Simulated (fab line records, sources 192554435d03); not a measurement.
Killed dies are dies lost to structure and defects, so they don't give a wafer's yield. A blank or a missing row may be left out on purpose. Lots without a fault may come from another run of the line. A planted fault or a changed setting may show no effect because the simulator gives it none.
Which tool did it? | flow n5_finfet | 11 lots, 33 wafers sampled, at 3 steps of a route of 1938

WHAT THE GAUGES READ, wafer by wafer
N5_BEOL_M11_THK_MEAS_53: measures by xrf.
lot  | measured     | on            | M11_THK (nm)
L527 | day 11 05:41 | film_metro-02 | 140 138 143
L529 | day 11 21:16 | film_metro-01 | 137 135 134
L530 | day 12 05:59 | film_metro-02 | 139 140 137
L531 | day 12 19:13 | film_metro-02 | 137 142 142
L537 | day 14 03:09 | film_metro-01 | 134 139 137
L538 | day 14 07:40 | film_metro-02 | 137 138 140
L540 | day 14 21:04 | film_metro-02 | 134 139 140
L543 | day 15 17:10 | film_metro-01 | 137 130 137
L544 | day 16 23:41 | film_metro-01 | 137 141 140
L547 | day 17 05:13 | film_metro-02 | 138 144 137
L548 | day 17 19:59 | film_metro-02 | 136 138 145

N5_BEOL_M12_CD_MEAS_28: target cd 160.2 nm.
lot  | measured     | on        | cd_nm (nm)
L527 | day 11 07:50 | cd_sem-02 | 161.1 159.6 161.1
L529 | day 11 22:55 | cd_sem-01 | 159.2 159.2 159.7
L530 | day 12 07:46 | cd_sem-03 | 160.4 159.9 161.5
L531 | day 12 21:03 | cd_sem-03 | 160.5 163.2 160.6
L537 | day 14 04:41 | cd_sem-01 | 160.6 160.4 161.8
L538 | day 14 09:29 | cd_sem-01 | 162.2 162.0 162.1
L540 | day 14 22:44 | cd_sem-02 | 160.1 162.8 161.7
L543 | day 15 18:50 | cd_sem-01 | 161.5 161.2 160.9
L544 | day 17 01:20 | cd_sem-02 | 160.0 159.6 159.8
L547 | day 17 06:52 | cd_sem-03 | 160.9 159.8 160.4
L548 | day 17 21:49 | cd_sem-03 | 164.6 163.6 162.4

WHICH TOOL RAN EACH LOT (tool, then ch and the chambers of the sampled wafers, then the start)
lot  | N5_BEOL_M12_COAT_66
L527 | litho_track-01 ch 0, day 11 07:25
L529 | litho_track-04 ch 0, day 11 22:37
L530 | litho_track-01 ch 0, day 12 07:22
L531 | litho_track-04 ch 0, day 12 20:38
L537 | litho_track-01 ch 0, day 14 04:23
L538 | litho_track-01 ch 0, day 14 09:04
L540 | litho_track-01 ch 0, day 14 22:19
L543 | litho_track-04 ch 0, day 15 18:34
L544 | litho_track-04 ch 0, day 17 00:56
L547 | litho_track-04 ch 0, day 17 06:27
L548 | litho_track-01 ch 0, day 17 21:24
- N5_BEOL_M12_COAT_66: time 60 s, resist thk 110 nm.

WHAT THE TOOLS THEMSELVES READ (means of the sampled wafers that have a number; where no wafer has one, the mark that the record gives instead)
N5_BEOL_M12_COAT_66.
lot  | tool           | exhaust_pa (Pa) | heater_power_total_W (W) | plate_temp_C (C) | resist_line_temp_C (C) | spin_speed_rpm (rpm)
L527 | litho_track-01 | 46.2            | 429.1                    | 220.13           | 22.94                  | 1500.5
L529 | litho_track-04 | 45.7            | 426.0                    | 220.09           | 22.90                  | 1499.6
L530 | litho_track-01 | 44.5            | 427.5                    | 219.81           | 23.05                  | 1499.4
L531 | litho_track-04 | 44.4            | 427.5                    | 220.02           | 22.96                  | 1499.8
L537 | litho_track-01 | 45.9            | 420.5                    | 217.73           | 22.99                  | 1499.2
L538 | litho_track-01 | 45.2            | 422.5                    | 217.82           | 23.10                  | 1500.7
L540 | litho_track-01 | 44.9            | 420.8                    | 217.54           | 23.16                  | 1499.9
L543 | litho_track-04 | 45.1            | 426.4                    | 220.11           | 22.90                  | 1501.0
L544 | litho_track-04 | 44.5            | 427.9                    | 219.88           | 23.02                  | 1500.1
L547 | litho_track-04 | 45.3            | 428.9                    | 220.01           | 23.12                  | 1499.9
L548 | litho_track-01 | 45.4            | 426.9                    | 220.13           | 23.12                  | 1499.7

THE ANSWER, worked out from the rows above alone
Rule: what is usual is taken from the lots themselves. Put in order of their means at a reading, lots are off if they are a third of the lots or fewer, leave a main group of 4 or more, and stand apart from it by a gap of 3 or more times the standard deviation of the main group's means; of several such gaps the widest counts. A main group whose means are all the same, to the digits that the tables above print for the reading, isn't used. A lot without any number at a reading at which 4 lots or more have one is off too. The other lots that the step has rows for count as sound. The gauges are gone through in route order, then the tools' own readings, and for those a lot's mean is taken as printed above. The first step at which some lot is off is used, and at that step the reading that is off furthest; a lot without a number counts as furthest.
Off: L537, L538, L540, at N5_BEOL_M12_COAT_66 (plate_temp_C). The main group: mean 220.02 C, standard deviation 0.11.
A tool fits if, at that step or a process step before it, it ran every lot that is off, and no sound lot after the first of them. None of those tried fits.

WHAT THE SIMULATOR HAD PUT IN
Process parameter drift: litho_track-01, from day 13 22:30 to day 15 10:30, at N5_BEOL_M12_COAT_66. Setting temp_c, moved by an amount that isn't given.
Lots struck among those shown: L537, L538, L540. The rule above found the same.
